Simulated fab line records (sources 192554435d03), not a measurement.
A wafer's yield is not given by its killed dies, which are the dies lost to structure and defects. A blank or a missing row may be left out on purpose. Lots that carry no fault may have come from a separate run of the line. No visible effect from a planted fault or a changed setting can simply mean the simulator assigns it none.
Matching of chambers	flow n5_finfet	cvd_co-01 running N5_BEOL_M5_CO_CAP_78: 3 sister chambers
The step material Co, precursor CCTBA/H2, target thk 2 nm, time 102.1 s. 14 wafers are shown with their chamber, then 7 later ones without.

== WAFERS, EACH WITH ITS CHAMBER ==
wafer	chamber	heater_power_outer_w (W)	heater_power_w (W)	run_length_s (s)
L112.2	0	142	247	125.2
L112.3	2	117	207	125.3
L112.5	2	117	211	125.9
L113.2	1	122	234	125.4
L113.4	2	117	209	125.2
L113.5	0	138	245	124.7
L116.1	2	117	211	125.4
L116.2	1	120	241	125.2
L116.5	2	119	202	125.4
L119.1	2	116	208	125.5
L119.4	2	116	215	125.7
L119.5	0	140	252	125.7
L121.1	1	122	233	125.3
L121.2	0	138	245	125.2

SIGNATURES, as means of the wafers listed above
reading	chamber 0	chamber 1	chamber 2	scatter within a chamber
heater_power_outer_w	139.50	121.33	117.00	1.34
heater_power_w	247.25	236.00	209.00	3.92
run_length_s	125.200	125.300	125.486	0.281
Rule: for each reading, subtract the chamber's mean from the wafer's reading, divide by that reading's scatter and square the result; add these up over the readings and take the root, which gives the wafer's distance from the chamber. If the next closest chamber is less than 2 further off than the closest, the wafer can't be placed; otherwise it belongs to the closest. How the scatter is found: for the shown wafers, subtract from each reading the mean of its chamber, square and add these, divide the total by (wafers less chambers), then take the root.

== WAFERS WITH NO CHAMBER GIVEN ==
wafer	heater_power_outer_w (W)	heater_power_w (W)	run_length_s (s)
L121.6	122	237	124.9
L128.1	139	254	125.4
L128.2	117	207	125.3
L128.3	120	237	125.2
L134.2	115	206	125.2
L134.3	141	254	125.2
L134.4	116	205	125.4

== WHICH CHAMBER EACH ONE RAN IN ==
wafer	from the rows above	in truth
L121.6	1	1
L128.1	0	0
L128.2	2	2
L128.3	1	1
L134.2	2	2
L134.3	0	0
L134.4	2	2
7 of 7 placed correctly. From these rows, 0 cannot be placed. Number placed wrongly: 0.
